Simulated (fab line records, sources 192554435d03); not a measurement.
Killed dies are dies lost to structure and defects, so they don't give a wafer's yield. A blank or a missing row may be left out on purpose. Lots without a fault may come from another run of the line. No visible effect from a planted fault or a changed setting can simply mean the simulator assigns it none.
Chamber matching + flow n5_finfet + 4 sister chambers for N5_BEOL_M6_CMP_52 on cmp-01
The step polishes, stops on SiCOH lowk, t overpolish 6.9 s, target thk 80 nm. 8 wafers are shown with their chamber, then 8 later ones without.

EACH WAFER AND ITS CHAMBER
| wafer  | chamber | motor_current_A (A) | time_to_endpoint_s (s) |
|--------|---------|---------------------|------------------------|
| L083.1 | 0       | 6.3                 | 61                     |
| L083.6 | 3       | 5.4                 | 63                     |
| L086.3 | 3       | 5.1                 | 64                     |
| L086.4 | 1       | 6.7                 | 60                     |
| L090.1 | 2       | 4.7                 | 60                     |
| L090.3 | 0       | 6.2                 | 63                     |
| L090.6 | 2       | 4.8                 | 59                     |
| L093.1 | 1       | 6.6                 | 61                     |

WAFERS WHOSE CHAMBER IS MISSING
| wafer  | motor_current_A (A) | time_to_endpoint_s (s) |
|--------|---------------------|------------------------|
| L093.3 | 4.7                 | 59                     |
| L093.4 | 6.4                 | 66                     |
| L092.1 | 5.2                 | 63                     |
| L092.2 | 4.9                 | 56                     |
| L092.3 | 6.1                 | 64                     |
| L091.1 | 4.8                 | 56                     |
| L091.2 | 6.2                 | 63                     |
| L091.4 | 5.0                 | 64                     |

WHICH CHAMBER EACH WENT THROUGH
| wafer  | from the rows above     | in truth |
|--------|-------------------------|----------|
| L093.3 | 2                       | 2        |
| L093.4 | can't be placed: 0 or 1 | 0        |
| L092.1 | 3                       | 3        |
| L092.2 | 2                       | 2        |
| L092.3 | 0                       | 0        |
| L091.1 | 2                       | 2        |
| L091.2 | 0                       | 0        |
| L091.4 | 3                       | 3        |
7 of 8 placed correctly. Unplaceable from these rows: 1, with the true chamber sitting among the candidates in 1. Number placed wrongly: 0.
How it was worked out, from the rows above alone: a wafer's distance from a chamber is the root of the sum, over the readings, of the square of ((its reading less the chamber's mean) divided by the reading's scatter). The wafer belongs to the nearest chamber; if the next one is less than 2 further off, it can't be placed. A chamber's mean is the mean of its shown wafers. The scatter: take each reading less its chamber's mean, square it, sum over the shown wafers, divide by the number of wafers less the number of chambers, and take the root.
